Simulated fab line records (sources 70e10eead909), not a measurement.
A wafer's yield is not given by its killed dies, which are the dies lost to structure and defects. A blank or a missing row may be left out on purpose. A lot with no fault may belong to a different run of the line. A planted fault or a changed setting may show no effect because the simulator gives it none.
Problem report, 8D (eight disciplines) form, completed by code | flow nandHarc | the parts of the form that need people (team, actions taken, sign-off) are left out

## 1. PROBLEM STATEMENT
At NHARC_A_WL_FILL_ETCHBACK_04, runLengthS averages 106.2 s over 3 wafers from 2 lots, while fault-free wafers read 141.3 s, standard deviation 0.4. That is -88 standard deviations from the usual mean.
The step: etches the open film in NF3, target depth 60 nm, time 120 s.
First observed at day 26 14:16: wafer L781.1, on rieMetal-02. The record holds 36 wafers of 12 lots with a number at this step. Rule for "out" (also "out of limits"): further than 4 standard deviations from the usual mean. The rest of the wafers with a number are treated as sound.

## 2. WHAT IT IS, WHAT IT ISN'T
question                    | is                     | is not
which readings at this step | runLengthS             | drypumpMotorCurrentA, heBacksideLeakSccm, oesProductAu
which lots                  | L781, L782             | L770, L771, L772, L774, L775, L786, L788, L789, L790, L791
which wafers of those lots  | L781.1, L782.4, L782.6 | L781.3, L781.6, L782.5
read on which tools         | rieMetal-02            | rieMetal-01, rieMetal-03
when                        | from day 26 14:16      | up to then (17 sound wafers); but 16 sound wafers of L782, L786, L788, L789, L790, L791 came after

## 3. SUSPECTS, AND WHAT RULES EACH OUT
Counting: if a tool at a process step up to the reading ran every lot that is out, it stays a suspect. Sound lots after the first of them don't rule it out here, since some wafers of a struck lot are sound.
- rieMetal-02 at NHARC_A_WL_FILL_ETCHBACK_04 (etches the open film in NF3, target depth 60 nm, time 120 s): kept. Every lot that is out went through it, the first being L781 (day 26 14:16); the last sound lot it ran before that was L775 (day 23 11:25). Its own readings are out on those wafers: runLengthS.
- At NHARC_A_WL_FILL_ETCHBACK_04 on rieMetal-02, chamber 0 took the sound wafers of the same lots and chamber 1 took the wafers that are out.
Left after counting: rieMetal-02 at NHARC_A_WL_FILL_ETCHBACK_04.

## 4. THE CAUSE (what the simulator had put in)
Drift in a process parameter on rieMetal-02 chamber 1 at NHARC_A_WL_FILL_ETCHBACK_04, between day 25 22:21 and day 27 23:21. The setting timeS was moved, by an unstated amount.
Only this tool survived the counting.

## 5. SEQUENCE OF EFFECTS, ordered by route
One row per reading whose mean, taken over the struck wafers that have a number, lies over 3 standard deviations from the usual. Readings are gone through only where the record gives a usual standard deviation; hours: the median, over the lots, of the time from a lot's start at the first step in this table giving one to that lot's start at this step; sigmas: the change measured in usual standard deviations.
hours | step                        | reading    | usual   | on struck wafers | change | sigmas
0     | NHARC_A_WL_FILL_ETCHBACK_04 | runLengthS | 141.3 s | 106.2            | -35.1  | -88
It contains these process steps:
- NHARC_A_WL_FILL_ETCHBACK_04: etches the open film in NF3, target depth 60 nm, time 120 s.
Later measuring or inspecting steps at which every struck wafer that the step has a row for has a number for every such reading, and none has moved that far: NHARC_END_SORT_01.

## 6. HOW IT WOULD HAVE BEEN CAUGHT EARLIER
First out-of-limits reading in this record: day 26 14:16, which is 16 hours after fault onset at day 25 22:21.
